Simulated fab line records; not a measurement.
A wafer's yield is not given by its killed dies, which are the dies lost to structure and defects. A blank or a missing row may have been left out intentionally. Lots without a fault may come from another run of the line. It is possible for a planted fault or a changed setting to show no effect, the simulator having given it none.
A lot that was struck, set against a sound lot | flow nand-harc | 15 steps out of a route of 1302
Sound: these wafers, L942.1, L942.2, L942.6. Struck: wafers L963.2, L963.6 (left out: L963.4, a lot-mate that was not struck); the cause follows at the end.
Each step with rows lists, per side, the tool, then ch with its chambers, then its first start. Under that, the readings that differ: sound wafers | struck wafers | difference of the means | sigmas: that difference in standard deviations of wafers without a fault.
alike: a reading whose means differ by less than 2 such deviations, as well as words and numbers matching on both sides. not compared: withheld readings; readings where some wafer has no value; bounds like >300 that might hide an equal value; numbers whose values overlap and for which the record gives no deviation.
Wherever a step has rows on one side only, a row that says differs or no value, or a row with sigmas, the two part there. When numbers do not overlap yet have no deviation, they are printed without sigmas and do not part them. A reading that every wafer of one side lacks parts them only if that side has two wafers or more.

first, 8 steps without rows for these wafers: NHARC_A_CONTACT_COAT_86 (time 75 s); NHARC_A_CONTACT_COAT_87 (time 65 s); NHARC_A_CONTACT_COAT_02 (resist thk 90 nm); NHARC_A_CONTACT_SOFTBAKE_03 (time 55 s); NHARC_A_CONTACT_EBR_04; NHARC_A_CONTACT_EXPOSE_05 (exposes mask A CC); NHARC_A_CONTACT_PEB_06 (peb time 65 s); NHARC_A_CONTACT_DEVELOP_07 (develop time 35 s).
NHARC_A_CONTACT_CD_MEAS_08: target cd 200 nm.
  sound on cd-sem-01 ch 0, day 23 05:19; struck on cd-sem-02 ch 0, day 31 09:59
  alike: cd-nm
NHARC_A_CONTACT_OVL_MEAS_09:
  struck on overlay-02, day 31 10:04; sound on overlay-02, day 23 05:24
  alike: overlay-x-nm, overlay-y-nm
NHARC_A_CONTACT_INSPECT_10:
  struck on defect-inspect-01, day 31 10:07; sound on defect-inspect-02, day 23 05:26
  alike: raw-defect-count
NHARC_A_CONTACT_DESCUM_13: chemistry O2, time 3 s.
  sound on rie-diel-08 ch 1,2, day 23 05:31; struck on rie-diel-04 ch 0,3, day 31 10:11
  reading               | sound             | struck      | difference | sigmas
  oes-product-au (a.u.) | 0.997 0.997 0.999 | 0.970 0.979 | -0.023     | -2
  alike: drypump-motor-current-A, rf-vpp-V, showerhead-plenum-p-Torr, throttle-valve-pct
  not compared: rf-hours-counter-h
NHARC_A_CONTACT_ETCH_88: etches the open film in CF4, target depth 39 nm, time 65 s.
  sound on rie-diel-08 ch 2,3, day 23 05:35; struck on rie-diel-04 ch 2,3, day 31 10:16
  reading               | sound             | struck      | difference | sigmas
  oes-product-au (a.u.) | 0.993 1.011 1.009 | 0.839 0.846 | -0.162     | -18
  alike: drypump-motor-current-A, rf-fwd-power-W, rf-vpp-V, showerhead-plenum-p-Torr, throttle-valve-pct
  not compared: rf-hours-counter-h
NHARC_A_CONTACT_ETCH_89: etches the open film in N2/H2, target depth 260 nm, time 475.3 s.
  sound on rie-diel-08 ch 0,1; struck on rie-diel-04 ch 1,3
  alike: drypump-motor-current-A, oes-product-au, rf-fwd-power-W, rf-vpp-V, showerhead-plenum-p-Torr, throttle-valve-pct
  not compared: rf-hours-counter-h
-- record jumps: 2 days between struck wafers' starts before vs after; left off in module A_CONTACT, resumes in module END, first step shown is number 1302 of the route --
NHARC_END_SORT_01:
  here the record holds rows for the struck wafers (prober-01 ch 0, day 33 12:07) but none for the sound ones

## WHERE THEY PART
At NHARC_A_CONTACT_DESCUM_13 first; at NHARC_END_SORT_01 last (within this record only).

WHY: what had been put in by the simulator
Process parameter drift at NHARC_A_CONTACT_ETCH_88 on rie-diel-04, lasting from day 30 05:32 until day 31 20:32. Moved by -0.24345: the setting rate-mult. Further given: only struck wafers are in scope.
